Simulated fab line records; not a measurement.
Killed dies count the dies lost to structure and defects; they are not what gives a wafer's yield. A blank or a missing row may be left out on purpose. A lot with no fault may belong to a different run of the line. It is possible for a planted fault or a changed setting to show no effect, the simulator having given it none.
fab line records	flow nand_harc
record lots=10	wafers=30	last_day=32
route steps=1302 shown P_BONDPAD@351 END@1302
lots that met no fault: from a run of the same line without faults
start_h: start of the lot's first displayed wafer, in hours after the record's first day	wait_h: time in hours since the lot's previous step	" as in the row above	L1.1+2: a single row standing in for several wafers	- no value, or no start given	* or withheld: withheld	< > ~ a bound
route shown NAME@n: NAME is a module with steps in the file, n the number in the route of the first one	usual: mean/standard deviation of fault-free wafers	same: alike in all rows	chamber/n: place in a boat	sites: readings site by site	_std_site: their standard deviation	_edge_site: inner sites' mean taken away from outer sites' mean	radius_mm: for every site, how far away it sits from the centre of the wafer	mask NAME#n: copy n	behind: tool/chamber where the wafer was last shaped	hold: why the lot was held/for how many hours/how that ended	device: names the non-switching transistor (n, p or np)	end of line: tests run on the same wafers once the route is complete	a step without rows: its recipe alone	killed: the dies lost at the first sort to structure and to defects; this is not the yield of the wafer	map: the dies of a wafer, with x for killed, . for not killed, _ for no die there
set.NAME: the setting the step ran with; set.NAME@STEP: the setting that earlier step ran with	model.NAME: the simulator's own value behind a step, which no gauge read
steps of the route over a sample of lots; a table a step, a row a wafer
services: from which hour (start_h, from the record's first day; less than 0 if before it) a tool's chamber was out of use, for how many hours, and why
## steps
# step NHARC_P_BONDPAD_DEP_00
# recipe target_thk_a=2500	temp_c=370	target_thk_nm=250	pressure_torr=3	flow_sccm=200	rf_w=450	material=SiCN
# usual heater_power_w=586/88
lot.wafer	tool	chamber	start_h	wait_h	heater_power_w
L362.2	pecvd-04	2	139.21	-	763
L362.3	"	0	"	"	480
L362.4	"	0	"	"	488
L364.3	pecvd-03	0	150.96	0.4	462
L364.2	"	1	"	"	551
L364.6	"	2	"	"	633
L365.2	pecvd-04	2	166.91	-	795
L365.3	"	1	"	"	605
L365.4	"	2	"	"	796
L366.3	pecvd-01	2	167.86	-	593
L366.4	"	2	"	"	595
L366.6	"	0	"	"	463
L367.1	pecvd-03	0	178.52	-	459
L367.3	"	2	"	"	672
L367.6	"	2	"	"	678
L368.2	pecvd-04	1	195.88	-	574
L368.3	"	0	"	"	532
L368.5	"	1	"	"	594
L370.2	pecvd-03	0	212.51	-	460
L370.5	"	2	"	"	542
L370.4	"	1	"	"	549
L372.1	pecvd-04	0	229.02	-	540
L372.3	"	1	"	"	530
L372.4	"	1	"	"	538
L378.3	pecvd-04	0	296.48	-	494
L378.4	"	1	"	"	610
L378.5	"	2	"	"	629
L382.1	pecvd-03	1	332.03	-	580
L382.3	"	2	"	"	582
L382.4	"	2	"	"	604
# step NHARC_P_BONDPAD_STRIP_15
# recipe o2_flow_sccm=500	ar_flow_sccm=0	bias_w=0	chemistry=O2
# usual drypump_motor_current_A=5.76/0.29	oes_product_au=1.002/0.012	rf_vpp_V=57.9/0.92	showerhead_plenum_p_Torr=3.54/0.1	throttle_valve_pct=17.035/0.0094
lot.wafer	tool	chamber	start_h	wait_h	drypump_motor_current_A	oes_product_au	rf_hours_counter_h	rf_vpp_V	showerhead_plenum_p_Torr	throttle_valve_pct
L362.4	rie_diel-02	2	141.04	0.1	5.53	1.016	4.9	57.2	3.60	17.042
L362.2	"	3	"	"	5.94	1.022	4.6	58.4	3.46	17.030
L362.3	"	0	"	"	5.60	1.015	4.7	58.1	3.61	17.032
L364.2	rie_diel-09	2	152.75	0.1	6.00	0.975	0.1	59.5	3.65	17.031
L364.3	"	3	"	"	6.33	1.011	0.1	58.6	3.52	17.054
L364.6	"	2	"	"	5.99	0.972	-	58.3	3.65	17.029
L365.2	rie_diel-02	0	168.73	0.1	5.63	1.016	6.3	58.3	3.61	17.045
L365.3	"	1	"	"	5.51	1.003	6.9	57.8	3.55	17.030
L365.4	"	2	"	"	5.52	1.017	6.5	58.6	3.60	17.030
L366.3	rie_diel-02	1	170.03	0.1	5.51	1.003	6.9	59.8	3.55	17.042
L366.4	"	2	"	"	5.54	1.002	6.6	58.7	3.60	17.036
L366.6	"	0	"	"	5.62	1.015	-	58.7	3.61	17.033
L367.3	rie_diel-08	0	180.36	0.1	5.62	1.001	4.0	57.5	3.45	17.036
L367.1	"	2	"	"	5.62	0.974	3.4	58.1	3.75	17.044
L367.6	"	3	"	"	6.39	0.992	-	57.1	3.49	17.022
L368.2	rie_diel-02	3	197.59	0.1	5.94	1.003	7.6	56.7	3.46	17.043
L368.3	"	1	"	"	5.53	1.008	8.4	58.5	3.55	17.039
L368.5	"	2	"	"	5.52	0.999	-	58.9	3.60	17.025
L370.4	rie_diel-02	0	214.17	0.1	5.64	1.015	8.9	56.1	3.61	17.034
L370.2	"	2	"	"	5.53	0.997	8.8	56.3	3.60	17.015
L370.5	"	1	"	"	5.56	1.002	-	58.2	3.55	17.046
L372.1	rie_diel-08	0	230.73	0.1	5.62	1.001	0.6	57.6	3.45	17.037
L372.3	"	1	"	"	5.59	0.984	0.5	58.9	3.38	17.037
L372.4	"	2	"	"	5.58	1.000	0.5	58.7	3.75	17.037
L378.4	rie_diel-09	0	298.09	0.1	5.63	0.988	7.7	58.0	3.39	17.039
L378.3	"	3	"	"	6.32	1.019	7.1	57.2	3.52	17.025
L378.5	"	1	"	"	6.22	0.987	-	59.1	3.57	17.035
L382.3	rie_diel-08	0	333.85	0.1	5.62	1.008	3.3	59.2	3.45	17.024
L382.4	"	1	"	"	5.62	0.994	3.3	57.0	3.37	17.041
L382.1	"	2	"	"	5.60	0.999	3.2	58.7	3.75	17.048
# step NHARC_P_BONDPAD_PVD_17
# recipe target_thk_a=50	bias_v=168.6	power_w=15000	chamber_pressure_pa=0.12	time_s=8.06	substrate_temp_c=50	material=TaN
# usual throttle_valve_pct=29.8/1.1
# same time_s=8.06
lot.wafer	tool	chamber	start_h	wait_h	throttle_valve_pct
L362.2	pvd_sputter-01	-	-	-	29.3
L362.4	"	-	"	"	29.1
L362.3	"	-	"	"	31.8
L364.3	pvd_sputter-01	-	-	-	28.2
L364.2	"	-	"	"	29.1
L364.6	"	-	"	"	29.3
L365.2	pvd_sputter-02	-	-	-	29.4
L365.4	"	-	"	"	29.6
L365.3	"	-	"	"	30.8
L366.3	pvd_sputter-02	-	-	-	29.1
L366.4	"	-	"	"	31.2
L366.6	"	-	"	"	29.2
L367.1	pvd_sputter-03	-	-	-	30.8
L367.3	"	-	"	"	28.4
L367.6	"	-	"	"	29.6
L368.3	pvd_sputter-03	-	-	-	29.5
L368.2	"	-	"	"	30.8
L368.5	"	-	"	"	29.5
L370.2	pvd_sputter-01	-	-	-	28.1
L370.4	"	-	"	"	31.6
L370.5	"	-	"	"	29.6
L372.1	pvd_sputter-02	-	-	-	29.3
L372.3	"	-	"	"	30.6
L372.4	"	-	"	"	29.5
L378.3	pvd_sputter-03	-	-	-	29.9
L378.4	"	-	"	"	30.9
L378.5	"	-	"	"	30.1
L382.1	pvd_sputter-01	-	-	-	27.6
L382.3	"	-	"	"	31.8
L382.4	"	-	"	"	29.8
# step NHARC_P_BONDPAD_CMP_19
# recipe t_overpolish_s=30	cu_recess_touch_s=16	target_thk_nm=160.81
# usual edge_zone_pressure_frac=1.000/0.0052	motor_current_A=12.5/1.3	overpolish_run_s=30.000/0.0093	retaining_ring_pressure_frac=1.000/0.0051
# same cu_recess_touch_s=16
lot.wafer	tool	chamber	start_h	wait_h	edge_zone_pressure_frac	motor_current_A	overpolish_run_s	retaining_ring_pressure_frac
L362.4	cmp-01	2	142.68	-	1.000	10.8	30.021	1.002
L362.3	"	3	"	"	1.004	12.4	30.002	0.993
L362.2	"	1	"	"	1.002	13.7	30.013	1.007
L364.3	cmp-03	1	154.43	-	0.991	12.8	30.014	0.997
L364.2	"	2	"	"	0.996	14.3	29.994	1.002
L364.6	"	1	"	"	1.001	12.5	30.019	1.000
L365.3	cmp-02	3	170.42	-	1.003	13.1	29.997	0.996
L365.4	"	0	"	"	1.008	14.2	30.004	1.001
L365.2	"	1	"	"	1.005	10.2	30.014	0.997
L366.4	cmp-01	3	171.66	-	1.016	13.1	29.999	1.007
L366.3	"	0	"	"	1.005	10.3	30.001	1.001
L366.6	"	0	"	"	1.003	10.4	29.987	1.003
L367.3	cmp-02	2	182.29	-	0.995	13.9	29.996	0.998
L367.1	"	1	"	"	0.993	11.1	30.019	1.002
L367.6	"	2	"	"	0.996	13.6	30.006	1.000
L368.3	cmp-01	3	199.20	-	1.007	12.2	30.000	0.998
L368.2	"	1	"	"	0.996	14.1	29.988	0.998
L368.5	"	0	"	"	0.997	10.2	29.994	0.998
L370.4	cmp-02	2	215.81	-	0.994	13.8	29.990	0.997
L370.2	"	0	"	"	0.997	13.5	29.991	0.996
L370.5	"	3	"	"	0.994	13.6	30.003	0.997
L372.4	cmp-02	0	232.38	-	0.999	13.2	30.002	1.001
L372.1	"	1	"	"	1.005	11.0	29.991	0.999
L372.3	"	2	"	"	0.997	13.6	29.996	0.991
L378.4	cmp-03	3	299.77	-	0.996	11.8	29.995	1.001
L378.3	"	0	"	"	0.992	13.4	29.999	1.004
L378.5	"	1	"	"	0.994	12.8	30.009	1.000
L382.4	cmp-01	1	335.99	-	1.009	14.0	29.993	1.001
L382.3	"	2	"	"	1.002	10.9	29.993	1.006
L382.1	"	0	"	"	1.000	10.3	30.001	0.987
# step NHARC_P_BONDPAD_ACTIVATE_29
# recipe time_s=60	n2_flow_sccm=200	ar_flow_sccm=0	bias_power_w=0	chemistry=N2
# usual drypump_motor_current_A=5.8/0.32	oes_product_au=0.999/0.011	rf_vpp_V=64.1/0.95	showerhead_plenum_p_Torr=1.77/0.062
# same time_s=60
lot.wafer	tool	chamber	start_h	wait_h	hold	drypump_motor_current_A	oes_product_au	rf_hours_counter_h	rf_vpp_V	showerhead_plenum_p_Torr
L362.2	rie_diel-08	1	143.27	0.1	-	5.6	0.974	3.0	63.5	1.68
L362.3	"	2	"	"	-	5.5	0.992	2.9	64.6	1.89
L362.4	"	0	"	"	-	5.6	0.990	3.4	65.0	1.73
L364.3	rie_diel-08	3	155.01	0.1	-	6.4	0.994	3.6	63.6	1.75
L364.2	"	1	"	"	-	5.6	0.976	3.2	62.5	1.68
L364.6	"	0	"	"	-	5.6	0.988	-	64.0	1.73
L365.4	rie_diel-08	0	171.00	0.1	-	5.6	0.987	3.9	64.2	1.73
L365.3	"	1	"	"	-	5.6	0.986	3.4	62.7	1.68
L365.2	"	2	"	"	-	5.6	0.978	3.4	63.2	1.89
L366.3	rie_diel-02	2	172.27	0.1	-	5.5	1.007	6.6	63.3	1.81
L366.4	"	0	"	"	-	5.6	1.012	6.4	61.8	1.81
L366.6	"	2	"	"	-	5.5	1.018	-	65.0	1.81
L367.1	rie_diel-08	1	182.93	0.1	-	5.6	0.988	3.6	64.5	1.68
L367.3	"	2	"	"	-	5.6	0.997	3.5	63.7	1.89
L367.6	"	0	"	"	-	5.6	0.992	-	63.0	1.73
L368.2	rie_diel-02	0	199.79	0.1	-	5.6	1.013	8.2	63.1	1.81
L368.3	"	3	"	"	-	5.9	1.005	7.7	61.9	1.73
L368.5	"	1	"	"	-	5.5	1.016	-	65.1	1.78
L370.2	rie_diel-08	0	216.41	0.1	-	5.6	1.008	0.4	63.8	1.73
L370.4	"	2	"	"	-	5.6	1.004	0.3	65.3	1.89
L370.5	"	3	"	"	-	6.4	0.998	-	65.8	1.75
L372.1	rie_diel-02	0	232.97	0.1	-	5.6	1.013	0.5	63.3	1.81
L372.3	"	1	"	"	-	5.5	1.008	0.5	64.5	1.78
L372.4	"	2	"	"	-	5.5	0.989	0.3	63.8	1.81
L378.4	rie_diel-08	3	307.99	7.5	await_dispo/7.5h/release	6.4	1.002	2.3	65.3	1.75
L378.3	"	0	"	"	await_dispo/7.5h/release	5.6	1.013	2.4	66.2	1.73
L378.5	"	2	"	"	await_dispo/7.5h/release	5.6	0.992	-	64.7	1.89
L382.3	rie_diel-08	3	336.58	0.1	-	6.3	0.996	3.4	62.3	1.75
L382.4	"	0	"	"	-	5.6	1.010	3.4	64.2	1.72
L382.1	"	2	"	"	-	5.6	1.009	3.3	65.6	1.89
# step NHARC_END_SORT_01
# recipe temp_c=25
# usual defect_limited_yield=91.3/1.9	killed_at_array=54/12	killed_at_other=0.7/1.1	killed_at_periphery=3.9/2.8	killed_dies=59/13	killed_open=3.4/2	killed_short=2.5/1.7	sort_bin_2_pct=3.1/0.91	sort_bin_3_pct=0.6/0.34	sort_bin_4_pct=5.0/1.1	sort_n_pass=618/13	sort_rim_yield_pct=88/3.5	sort_yield_pct=91.3/1.9
# same gross_dies=677	sort_bin_5_pct[%]=0	sort_bin_6_pct[%]=0	sort_bin_7_pct[%]=0	sort_bin_8_pct[%]=0	sort_rim_n_gross=106.00
lot.wafer	tool	chamber	start_h	wait_h	defect_limited_yield[%]	killed_at_array	killed_at_other	killed_at_periphery	killed_dies	killed_open	killed_short	sort_bin_2_pct[%]	sort_bin_3_pct[%]	sort_bin_4_pct[%]	sort_n_pass	sort_rim_yield_pct[%]	sort_yield_pct[%]
L362.2	prober-01	0	578.14	2.8	92.6	44	1	5	50	6	5	2.4	0.4	4.6	627	92	92.6
L362.3	prober-01	0	578.94	3.1	91.6	49	1	7	57	8	4	2.1	0.1	6.2	620	92	91.6
L362.4	prober-01	0	579.74	3.4	92.0	48	1	5	54	7	2	2.4	0.3	5.3	623	89	92.0
L364.2	prober-01	0	585.91	2.8	90.4	55	0	10	65	2	3	3.7	1.2	4.7	612	88	90.4
L364.3	prober-01	0	586.71	3.1	90.0	53	0	15	68	1	2	3.2	0.9	5.9	609	88	90.0
L364.6	prober-01	0	589.11	4.0	89.2	60	0	13	73	3	3	4.7	1.0	5.0	604	84	89.2
L367.1	prober-02	0	591.61	2.5	90.8	57	0	5	62	4	2	2.5	1.3	5.3	615	90	90.8
L367.3	prober-02	0	593.20	3.1	89.8	63	2	4	69	2	4	3.4	0.1	6.6	608	87	89.8
L367.6	prober-02	0	595.59	4.0	89.4	66	0	6	72	2	0	4.6	0.6	5.5	605	87	89.4
L365.2	prober-01	0	593.71	2.8	92.2	47	0	6	53	0	0	2.8	1.0	4.0	624	89	92.2
L365.3	prober-01	0	594.51	3.1	88.3	75	0	4	79	2	4	4.9	1.3	5.5	598	84	88.3
L365.4	prober-01	0	595.31	3.4	90.3	64	0	2	66	3	0	4.9	0.4	4.4	611	89	90.3
L366.3	prober-02	0	600.97	3.1	93.6	38	1	4	43	3	2	2.2	0.1	4.0	634	89	93.6
L366.4	prober-02	0	601.76	3.4	93.5	43	0	1	44	2	3	1.9	0.3	4.3	633	92	93.5
L366.6	prober-02	0	603.36	4.0	93.5	42	1	1	44	1	3	2.1	0.6	3.8	633	91	93.5
L368.2	prober-02	0	623.46	2.8	92.0	51	1	2	54	4	4	3.0	0.6	4.4	623	90	92.0
L368.3	prober-02	0	624.26	3.1	91.9	50	0	5	55	4	2	2.7	1.0	4.4	622	91	91.9
L368.5	prober-02	0	625.84	3.7	91.9	52	2	1	55	3	2	3.0	0.6	4.6	622	86	91.9
L370.2	prober-02	0	639.53	2.8	91.0	55	1	5	61	5	0	3.5	0.9	4.6	616	84	91.0
L370.4	prober-02	0	641.14	3.4	90.8	53	1	8	62	4	5	3.4	0.4	5.3	615	86	90.8
L370.5	prober-02	0	641.95	3.7	93.1	45	0	2	47	2	0	2.8	0.4	3.7	630	86	93.1
L372.1	prober-02	0	651.82	2.5	90.5	61	0	3	64	4	2	3.5	0.4	5.5	613	85	90.5
L372.3	prober-02	0	653.43	3.1	91.6	52	1	4	57	3	3	1.8	0.9	5.8	620	87	91.6
L372.4	prober-02	0	654.23	3.4	91.3	55	0	4	59	2	2	3.4	0.6	4.7	618	89	91.3
L378.3	prober-02	0	736.10	3.1	91.1	59	1	0	60	2	2	2.5	0.6	5.8	617	87	91.1
L378.4	prober-02	0	736.90	3.4	79.2	49	2	90	141	2	2	8.4	5.0	7.4	536	87	79.2
L378.5	prober-02	0	737.70	3.7	90.3	64	0	2	66	6	1	4.3	0.9	4.6	611	91	90.3
L382.1	prober-02	0	765.04	2.5	92.8	46	0	3	49	4	2	3.1	0.7	3.4	628	89	92.8
L382.3	prober-02	0	766.64	3.1	90.3	60	1	5	66	5	4	3.2	0.7	5.8	611	83	90.3
L382.4	prober-02	0	767.44	3.4	88.6	75	0	2	77	5	3	5.0	0.9	5.5	600	82	88.6
# killed by level:class
L362.2 A_CHANNEL_HOLE_D2:chamber_film_flake=25 P_GATE:chamber_film_flake=4 A_CONTACT:chamber_film_flake=3 A_CHANNEL_FILL_D2:geometric_particle:short=2 A_BLC:geometric_particle:open=2 A_DECK1_JOINT:chamber_film_flake=2 A_WL_FILL:chamber_film_flake=2 P_M0:geometric_particle:short=1
L362.3 A_CHANNEL_HOLE_D2:chamber_film_flake=26 P_GATE:chamber_film_flake=4 A_DECK1_JOINT:chamber_film_flake=4 A_WL_FILL:chamber_film_flake=3 A_CHANNEL_HOLE_D2:geometric_particle:open=2 A_M0:geometric_particle:open=2 A_SLIT:chamber_film_flake=2 P_M0:geometric_particle:open=1
L362.4 A_CHANNEL_HOLE_D2:chamber_film_flake=26 A_STAIRCASE:chamber_film_flake=5 P_GATE:chamber_film_flake=4 A_WL_FILL:geometric_particle:open=3 A_DECK1_JOINT:chamber_film_flake=3 A_SLIT:chamber_film_flake=3 A_CONTACT:chamber_film_flake=2 P_M1:geometric_particle:open=1
L364.2 A_CHANNEL_HOLE_D2:chamber_film_flake=22 A_CHANNEL_HOLE_D1:chamber_film_flake=21 P_BONDPAD:chamber_film_flake=7 P_ZERO_WELL:chamber_film_flake=3 A_CONTACT:chamber_film_flake=3 A_STAIRCASE:chamber_film_flake=2 A_ONON_D1:geometric_particle:short=1 A_DECK1_JOINT:geometric_particle:short=1
L364.3 A_CHANNEL_HOLE_D2:chamber_film_flake=24 A_CHANNEL_HOLE_D1:chamber_film_flake=22 P_BONDPAD:chamber_film_flake=9 A_CONTACT:chamber_film_flake=3 P_GATE:chamber_film_flake=2 A_WL_FILL:chamber_film_flake=2 P_GATE:geometric_particle:short=1 P_CONTACT:geometric_particle:open=1
L364.6 A_CHANNEL_HOLE_D2:chamber_film_flake=35 A_CHANNEL_HOLE_D1:chamber_film_flake=19 P_BONDPAD:chamber_film_flake=6 P_CONTACT:geometric_particle:open=2 P_GATE:chamber_film_flake=2 A_DECK1_JOINT:chamber_film_flake=2 P_STI:geometric_particle:open=1 A_CHANNEL_HOLE_D2:geometric_particle:short=1
L367.1 A_CHANNEL_HOLE_D2:chamber_film_flake=23 A_SLIT:chamber_film_flake=15 A_CONTACT:chamber_film_flake=6 P_M2:chamber_film_flake=3 A_CHANNEL_HOLE_D1:chamber_film_flake=2 A_STAIRCASE:chamber_film_flake=2 A_M1:chamber_film_flake=2 P_CONTACT:geometric_particle:open=1
L367.3 A_SLIT:chamber_film_flake=24 A_CHANNEL_HOLE_D2:chamber_film_flake=24 A_CONTACT:chamber_film_flake=3 A_M1:chamber_film_flake=3 P_GATE:chamber_film_flake=2 A_CHANNEL_HOLE_D1:chamber_film_flake=2 A_ONON_D1:geometric_particle:short=1 A_CHANNEL_FILL_D2:geometric_particle:open=1
L365.2 A_CHANNEL_HOLE_D1:chamber_film_flake=22 A_CHANNEL_HOLE_D2:chamber_film_flake=11 P_STI:chamber_film_flake=5 A_CONTACT:chamber_film_flake=5 A_DECK1_JOINT:chamber_film_flake=3 A_SLIT:chamber_film_flake=2 P_ZERO_WELL:chamber_film_flake=1 A_ZERO_WELL:chamber_film_flake=1
L365.3 A_CHANNEL_HOLE_D2:chamber_film_flake=31 A_CHANNEL_HOLE_D1:chamber_film_flake=26 A_CONTACT:chamber_film_flake=8 P_STI:chamber_film_flake=3 A_STAIRCASE:chamber_film_flake=2 P_M1:geometric_particle:short=1 A_ONON_D1:geometric_particle:short=1 A_DECK1_JOINT:geometric_particle:short=1
L365.4 A_CHANNEL_HOLE_D2:chamber_film_flake=28 A_CHANNEL_HOLE_D1:chamber_film_flake=25 P_STI:chamber_film_flake=2 A_DECK1_JOINT:chamber_film_flake=2 A_CHANNEL_FILL_D2:chamber_film_flake=2 A_STAIRCASE:chamber_film_flake=2 A_CONTACT:chamber_film_flake=2 A_SOURCE_PLATE:geometric_particle:open=1
L367.6 A_CHANNEL_HOLE_D2:chamber_film_flake=27 A_SLIT:chamber_film_flake=25 A_CONTACT:chamber_film_flake=4 A_CHANNEL_HOLE_D1:chamber_film_flake=3 A_STAIRCASE:chamber_film_flake=3 P_GATE:chamber_film_flake=2 P_M2:chamber_film_flake=2 P_CONTACT:geometric_particle:open=1
L366.3 A_SLIT:chamber_film_flake=19 A_CHANNEL_HOLE_D2:chamber_film_flake=5 A_CONTACT:chamber_film_flake=5 A_STAIRCASE:chamber_film_flake=3 A_ONON_D1:geometric_particle:short=2 P_GATE:chamber_film_flake=2 A_CHANNEL_HOLE_D1:chamber_film_flake=2 P_CONTACT:geometric_particle:open=1
L366.4 A_SLIT:chamber_film_flake=23 A_CHANNEL_HOLE_D2:chamber_film_flake=7 A_CONTACT:chamber_film_flake=5 A_CHANNEL_HOLE_D1:chamber_film_flake=3 P_GATE:geometric_particle:open=1 A_CHANNEL_FILL_D1:geometric_particle:short=1 A_CHANNEL_FILL_D2:geometric_particle:open=1 A_CHANNEL_FILL_D2:geometric_particle:short=1
L366.6 A_SLIT:chamber_film_flake=17 A_CHANNEL_HOLE_D2:chamber_film_flake=12 A_CONTACT:chamber_film_flake=7 A_CHANNEL_HOLE_D1:chamber_film_flake=3 P_CONTACT:geometric_particle:open=1 A_CHANNEL_FILL_D1:geometric_particle:short=1 A_SGD_CUT:geometric_particle:short=1 A_BLC:geometric_particle:short=1
L368.2 A_SLIT:chamber_film_flake=22 A_CHANNEL_HOLE_D2:chamber_film_flake=11 A_STAIRCASE:chamber_film_flake=5 A_CHANNEL_HOLE_D1:chamber_film_flake=4 P_M0:geometric_particle:short=1 A_SOURCE_PLATE:geometric_particle:open=1 A_CHANNEL_FILL_D1:geometric_particle:short=1 A_ONON_D2:geometric_particle:short=1
L368.3 A_SLIT:chamber_film_flake=22 A_STAIRCASE:chamber_film_flake=11 A_CHANNEL_HOLE_D2:chamber_film_flake=7 A_CHANNEL_HOLE_D1:chamber_film_flake=3 A_WL_FILL:geometric_particle:open=2 P_STI:chamber_film_flake=2 A_BONDPAD:chamber_film_flake=2 P_CONTACT:geometric_particle:short=1
L368.5 A_SLIT:chamber_film_flake=24 A_CHANNEL_HOLE_D2:chamber_film_flake=13 A_BONDPAD:chamber_film_flake=4 A_STAIRCASE:chamber_film_flake=3 A_CHANNEL_HOLE_D1:chamber_film_flake=2 A_CONTACT:chamber_film_flake=2 THIN_TSV:chamber_film_flake=2 P_M2:geometric_particle:open=1
L370.2 A_CHANNEL_HOLE_D1:chamber_film_flake=31 A_CHANNEL_HOLE_D2:chamber_film_flake=12 A_WL_FILL:chamber_film_flake=5 A_CONTACT:chamber_film_flake=3 A_CHANNEL_FILL_D1:geometric_particle:open=2 P_GATE:chamber_film_flake=2 P_M0:geometric_particle:open=1 A_CHANNEL_FILL_D2:geometric_particle:open=1
L370.4 A_CHANNEL_HOLE_D1:chamber_film_flake=26 A_CHANNEL_HOLE_D2:chamber_film_flake=13 A_WL_FILL:chamber_film_flake=3 P_CONTACT:geometric_particle:short=2 P_GATE:chamber_film_flake=2 A_CONTACT:chamber_film_flake=2 P_CONTACT:geometric_particle:open=1 P_M0:geometric_particle:short=1
L370.5 A_CHANNEL_HOLE_D1:chamber_film_flake=27 A_CHANNEL_HOLE_D2:chamber_film_flake=5 A_CONTACT:chamber_film_flake=5 A_STAIRCASE:chamber_film_flake=2 A_WL_FILL:chamber_film_flake=2 A_CHANNEL_FILL_D2:geometric_particle:open=1 A_CONTACT:geometric_particle:open=1 P_ZERO_WELL:chamber_film_flake=1
L372.1 A_CHANNEL_HOLE_D1:chamber_film_flake=28 A_CHANNEL_HOLE_D2:chamber_film_flake=18 A_CHANNEL_FILL_D1:chamber_film_flake=4 A_DECK1_JOINT:geometric_particle:open=2 A_CHANNEL_FILL_D2:chamber_film_flake=2 A_CHANNEL_FILL_D1:geometric_particle:open=1 A_DECK1_JOINT:geometric_particle:short=1 A_ONON_D2:geometric_particle:open=1
L372.3 A_CHANNEL_HOLE_D1:chamber_film_flake=25 A_CHANNEL_HOLE_D2:chamber_film_flake=13 A_CONTACT:chamber_film_flake=3 P_CONTACT:chamber_film_flake=2 A_CHANNEL_FILL_D1:chamber_film_flake=2 A_STAIRCASE:chamber_film_flake=2 A_SOURCE_PLATE:geometric_particle:short=1 A_ONON_D1:geometric_particle:open=1
L372.4 A_CHANNEL_HOLE_D1:chamber_film_flake=27 A_CHANNEL_HOLE_D2:chamber_film_flake=14 P_GATE:chamber_film_flake=3 A_SLIT:chamber_film_flake=3 A_CHANNEL_FILL_D1:chamber_film_flake=2 A_CONTACT:chamber_film_flake=2 A_CHANNEL_FILL_D1:geometric_particle:short=1 A_CHANNEL_FILL_D1:geometric_particle:open=1
L378.3 A_SLIT:chamber_film_flake=24 A_CHANNEL_HOLE_D2:chamber_film_flake=15 A_CHANNEL_HOLE_D1:chamber_film_flake=10 A_CONTACT:chamber_film_flake=3 A_STAIRCASE:chamber_film_flake=2 A_ONON_D1:geometric_particle:short=1 A_ONON_D1:geometric_particle:open=1 A_CHANNEL_FILL_D2:geometric_particle:open=1
L378.4 P_BONDPAD:unspecified=90 A_SLIT:chamber_film_flake=14 A_CHANNEL_HOLE_D2:chamber_film_flake=12 A_CHANNEL_HOLE_D1:chamber_film_flake=10 A_CONTACT:chamber_film_flake=3 A_CHANNEL_FILL_D1:chamber_film_flake=3 A_WL_FILL:chamber_film_flake=2 THIN_TSV:chamber_film_flake=2
L378.5 A_SLIT:chamber_film_flake=33 A_CHANNEL_HOLE_D2:chamber_film_flake=14 A_CHANNEL_HOLE_D1:chamber_film_flake=4 A_CONTACT:chamber_film_flake=4 P_GATE:geometric_particle:open=1 A_DECK1_JOINT:geometric_particle:open=1 A_ONON_D2:geometric_particle:open=1 A_WL_FILL:geometric_particle:open=1
L382.1 A_SLIT:chamber_film_flake=19 A_CHANNEL_HOLE_D2:chamber_film_flake=13 A_STAIRCASE:chamber_film_flake=5 A_CHANNEL_HOLE_D1:chamber_film_flake=3 A_ONON_D1:geometric_particle:open=2 P_CONTACT:geometric_particle:open=1 P_M1:geometric_particle:open=1 A_CHANNEL_FILL_D1:geometric_particle:short=1
L382.3 A_CHANNEL_HOLE_D1:chamber_film_flake=16 A_CHANNEL_HOLE_D2:chamber_film_flake=16 A_SLIT:chamber_film_flake=15 A_STAIRCASE:chamber_film_flake=4 A_DECK1_JOINT:chamber_film_flake=3 P_CONTACT:geometric_particle:open=2 P_M0:geometric_particle:short=1 P_M0:geometric_particle:open=1
L382.4 A_CHANNEL_HOLE_D2:chamber_film_flake=22 A_SLIT:chamber_film_flake=20 A_CHANNEL_HOLE_D1:chamber_film_flake=14 A_STAIRCASE:chamber_film_flake=7 A_CHANNEL_FILL_D2:chamber_film_flake=4 P_M1:geometric_particle:open=2 A_BONDPAD:chamber_film_flake=2 A_CHANNEL_FILL_D1:geometric_particle:open=1
## services
tool	chamber	start_h	hours	kind
pvd_sputter-01	-	115.74	3.3	repair
cmp-01	-	124.72	10.7	repair
cmp-02	-	127.31	0.3	repair
rie_diel-02	2	129.64	6.4	repair
cmp-02	-	134.50	4.0	pm
rie_diel-08	1	139.27	3.9	repair
pvd_sputter-01	-	151.74	0.8	repair
cmp-02	-	166.19	0.7	repair
pvd_sputter-03	-	170.00	10.0	pm
cmp-01	-	173.23	2.4	repair
cmp-01	-	185.50	4.0	pm
pecvd-03	-	185.67	13.0	pm
rie_diel-08	-	190.80	9.0	pm
pecvd-03	-	200.93	1.3	repair
rie_diel-02	-	216.70	9.0	pm
pvd_sputter-01	-	226.07	10.0	pm
cmp-02	-	232.53	4.0	pm
rie_diel-08	2	257.98	5.4	repair
pecvd-04	-	269.12	13.0	pm
pvd_sputter-01	-	280.42	4.2	repair
cmp-01	-	283.50	4.0	pm
pvd_sputter-01	-	297.18	9.8	repair
rie_diel-02	1	311.72	13.4	repair
cmp-02	-	330.53	4.0	pm
## key
first_sign step=NHARC_END_SORT_01	reading=killed_at_periphery	direction=up	sigmas=31	usual=3.9	struck=90
effect step=NHARC_END_SORT_01	reading=defect_limited_yield	direction=down	sigmas=6.5	usual=91.3	struck=79.2
more_kills_born_at NHARC_P_BONDPAD_DEP_00@pecvd-04=90
met_at NHARC_P_BONDPAD_DEP_00
struck_lots L378
struck_wafers L378.4
not_acting_at NHARC_P_BONDPAD_STRIP_15,NHARC_P_BONDPAD_PVD_17,NHARC_P_BONDPAD_CMP_19
onset_between 229.02 296.48
fault kind=chamber_particle_source	tool=pecvd-04	chamber=1	onset_h=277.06	steps=NHARC_P_BONDPAD_DEP_00	rate_per_visit_cm2=1.2942	end_h=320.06
